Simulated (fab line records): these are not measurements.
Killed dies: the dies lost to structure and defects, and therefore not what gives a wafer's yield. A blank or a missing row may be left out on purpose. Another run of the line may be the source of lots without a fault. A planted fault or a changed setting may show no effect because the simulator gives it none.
A lot that was struck, set against a sound lot -- flow n5_finfet -- 15 steps out of a route of 1938
Sound: the wafers L258.3, L258.4, L258.6. Struck: wafers L270.2, L270.6 (left out: L270.3, a lot-mate that was not struck); the cause follows at the end.
For every step that has rows: the tool of each side, followed by ch and its chambers, followed by its first start. Under that, the readings that differ: sound wafers -- struck wafers -- difference of the means -- sigmas: that difference in standard deviations of wafers without a fault.
alike: words and numbers the same on both sides, and readings whose means are apart by under 2 such deviations; not compared: readings that were withheld, readings missing a value for some wafer, numbers with overlapping values and no deviation given by the record, and bounds like >300 which may hide the same value.
The two part at a step that has a row with sigmas, a row that says differs or no value, or rows on one side only. Non-overlapping numbers with no deviation appear without sigmas and do not part them. A reading that every wafer of one side lacks parts them only if that side has two wafers or more.

N5_BEOL_M7_STRIP_80: strips in N2/H2, time 10 s.
  sound: rie_diel-04 ch 1,2,3; struck: rie_diel-03 ch 2,3
  alike: drypump_motor_current_A, oes_product_au, rf_vpp_V, showerhead_plenum_p_Torr, throttle_valve_pct
  not compared: rf_hours_counter_h
N5_BEOL_M7_OCD_MEAS_38:
  sound on ocd-01, day 9 13:41; struck on ocd-02, day 12 18:22
  alike: trench_depth_nm
then, 4 steps without rows for these wafers: N5_BEOL_M7_HM_STRIP_39 (strips TiN in peroxide tin strip, target depth 25 nm, time 158 s); N5_BEOL_M7_SRD_40 (time 30 s); N5_BEOL_M7_PRECLEAN_42 (cleans in residue remover, time 60 s); N5_BEOL_M7_SRD_43 (time 30 s).
N5_BEOL_M7_CD_MEAS_35: the cd target is 40 nm.
  sound on cd_sem-02, day 9 13:51; struck on cd_sem-03, day 12 18:32
  alike: cd_nm
N5_BEOL_M7_CURE_75: cures SiCOH lowk, time 120 s.
  sound on uv_cure-03 ch 2, day 9 13:59; struck on uv_cure-01 ch 1, day 12 18:37
  alike: lamp_power_pct, wafer_temp_C_max
then, 1 step without rows for these wafers: N5_BEOL_M7_DEGAS_44 (time 60 s).
N5_BEOL_M7_PRE_CLEAN_45: time 30 s.
  sound on pvd_sputter-03, day 9 14:31; struck on pvd_sputter-01, day 12 19:11
  alike: heater_power_w
N5_BEOL_M7_ALD_77: deposits TaN, target thk 2 nm, pulse time 2 s, purge time 3 s.
  sound on ald_metal-01 ch 0,1,2, day 9 14:35; struck on ald_metal-03 ch 0,1, day 12 19:15
  alike: heater_power_w
N5_BEOL_M7_SURFACE_TREAT_79:
  sound on pvd_sputter-01, day 9 14:53; struck on pvd_sputter-02, day 12 19:33
  alike: ar_flow_sccm
  not compared: pressure_mtorr, throttle_valve_pct
N5_BEOL_M7_CVD_78: deposits Co from CCTBA/H2, target thk 2 nm, time 142.3 s.
  sound on cvd_co-02 ch 0,2, day 9 15:01; struck on cvd_co-01 ch 0, day 12 19:41
reading,sound,struck,difference,sigmas
run_length_s (s),164.5 164.4 164.4,77.7 77.5,-86.8,-99 or more
then, 2 steps without rows for these wafers: N5_BEOL_M7_SPUTTER_48 (material Cu, target thk 10 nm, time 1.667 s); N5_PASSIVATION_PROBE_49.

## WHERE THEY PART
N5_BEOL_M7_CVD_78 only, going by this record.

WHY: the cause the simulator had injected
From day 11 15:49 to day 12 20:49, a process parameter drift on cvd_co-01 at N5_BEOL_M7_CVD_78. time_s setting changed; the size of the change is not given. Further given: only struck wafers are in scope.
